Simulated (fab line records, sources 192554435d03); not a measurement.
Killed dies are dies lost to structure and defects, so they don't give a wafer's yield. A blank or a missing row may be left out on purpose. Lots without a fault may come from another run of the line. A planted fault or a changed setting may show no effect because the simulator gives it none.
Chamber matching | flow n5_finfet | N5_GATE_CUT_ETCH_28 on rie_diel-02: 4 sister chambers
The step etches underlayer in N2/H2, target depth 13 nm, time 10.4 s. 8 wafers are shown with their chamber, then 7 later ones without.

WAFERS WITH THEIR CHAMBER
wafer  | chamber | showerhead_plenum_p_Torr (Torr) | drypump_motor_current_A (A)
L080.3 | 1       | 2.51                            | 6.2
L080.4 | 3       | 2.55                            | 6.5
L081.5 | 1       | 2.50                            | 6.2
L086.1 | 0       | 2.38                            | 5.1
L086.2 | 2       | 2.58                            | 6.7
L086.5 | 3       | 2.55                            | 6.5
L087.3 | 0       | 2.38                            | 5.0
L087.4 | 2       | 2.58                            | 6.7

WAFERS WITHOUT THEIR CHAMBER
wafer  | showerhead_plenum_p_Torr (Torr) | drypump_motor_current_A (A)
L087.6 | 2.55                            | 6.5
L088.2 | 2.38                            | 5.0
L088.3 | 2.55                            | 6.5
L088.5 | 2.38                            | 5.0
L096.2 | 2.70                            | 5.1
L096.3 | 2.50                            | 6.2
L096.4 | 2.54                            | 6.5

WHICH CHAMBER EACH WENT THROUGH
wafer  | from the rows above     | in truth
L087.6 | 3                       | 3
L088.2 | 0                       | 0
L088.3 | 3                       | 3
L088.5 | 0                       | 0
L096.2 | can't be placed: 2 or 3 | 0
L096.3 | 1                       | 1
L096.4 | 3                       | 3
Placed correctly: 6 of 7. Can't be placed from these rows: 1 (the true chamber is among the candidates in 0). Placed wrongly: 0.
How it was worked out, from the rows above alone: a wafer's distance from a chamber is the root of the sum, over the readings, of the square of ((its reading less the chamber's mean) divided by the reading's scatter). The wafer belongs to the nearest chamber; if the next one is less than 2 further off, it can't be placed. A chamber's mean is the mean of its shown wafers. The scatter: the root of (the sum of the squares of (reading less its chamber's mean) over the shown wafers, divided by (wafers less chambers)).
